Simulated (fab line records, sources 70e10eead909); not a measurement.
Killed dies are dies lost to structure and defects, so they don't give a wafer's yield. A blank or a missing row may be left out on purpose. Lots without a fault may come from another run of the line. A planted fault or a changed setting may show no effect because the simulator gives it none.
A struck lot beside a sound one | flow nand_harc | 14 steps out of a route of 1302
Sound: wafers L663.1, L663.2, L663.3. Struck: wafers L672.1, L672.4, L672.6. The cause comes at the end.
At each step with rows: each side's tool, then ch and its chambers, then its first start. Under that, the readings that differ: sound wafers | struck wafers | difference of the means | sigmas: that difference in standard deviations of wafers without a fault.
alike: readings whose means differ by less than 2 such deviations, and words and numbers that are the same on both sides. not compared: withheld readings, readings that some wafer has no value for, bounds like >300 that may hide the same value, and numbers for which the record gives no deviation and whose values overlap.
The two part at a step that has a row with sigmas, a row that says differs or no value, or rows on one side only. Numbers that don't overlap but have no deviation are shown without sigmas and don't part them. A reading that every wafer of one side lacks parts them only if that side has two wafers or more.

first, 2 steps without rows for these wafers: NHARC_A_SOURCE_PLATE_SRD_01; NHARC_A_SOURCE_PLATE_OXIDE_02 (material SiO2, target thk 10 nm, ox time 1362 s).
NHARC_A_SOURCE_PLATE_THK_MEAS_09: measures by ellipsometry.
  sound on film_metro-01, day 8 16:36; struck on film_metro-02, day 12 12:30
  alike: thk_nm
then, 3 steps without rows for these wafers: NHARC_A_SOURCE_PLATE_PVD_04 (deposits WSi2, target thk 50 nm); NHARC_A_SOURCE_PLATE_CVD_03 (deposits poly-Si, target thk 200 nm, time 4000 s); NHARC_A_SOURCE_PLATE_ANNEAL_05 (time 1800 s).
NHARC_A_SOURCE_PLATE_THK_MEAS_06: measures by ellipsometry.
  sound on film_metro-02, day 9 05:35; struck on film_metro-02, day 13 02:25
  alike: thk_nm
NHARC_A_SOURCE_PLATE_INSPECT_08:
  sound on defect_inspect-02, day 9 05:42; struck on defect_inspect-01, day 13 02:31
  alike: raw_defect_count
then, 1 step without rows for these wafers: NHARC_A_ONON_D1_DEP_00 (target thk 1000 nm).
NHARC_A_ONON_D1_THK_MEAS_02: measures by ellipsometry.
  sound on film_metro-02, day 9 06:16; struck on film_metro-02, day 13 03:05
  alike: thk_nm
NHARC_A_ONON_D1_DEP_03: target thk 1000 nm.
  sound on pecvd_onon-02 ch 0, day 9 06:20; struck on pecvd_onon-04 ch 0, day 13 03:09
  alike: n2_flow_sccm
NHARC_A_ONON_D1_THK_MEAS_05: measures by ellipsometry.
  sound on film_metro-02, day 9 06:50; struck on film_metro-02, day 13 03:40
  reading     | sound          | struck      | difference | sigmas
  thk_nm (nm) | 1000 1002 1001 | 666 666 668 | -334       | -48
then, 1 step without rows for these wafers: NHARC_A_ONON_D1_DEP_06 (target thk 1000 nm).
-- the record jumps here: 17 days lie between the struck wafers' starts before and after (it left off in module A_ONON_D1 and takes up again in module END, whose first step shown is number 1302 of the route) --
NHARC_END_SORT_01:
  the record has rows for the struck wafers here (prober-02 ch 0, day 29 23:57) and none for the sound ones

WHERE THEY PART
First at NHARC_A_ONON_D1_THK_MEAS_05; last, within this record, at NHARC_END_SORT_01.

WHY: what the simulator had put in
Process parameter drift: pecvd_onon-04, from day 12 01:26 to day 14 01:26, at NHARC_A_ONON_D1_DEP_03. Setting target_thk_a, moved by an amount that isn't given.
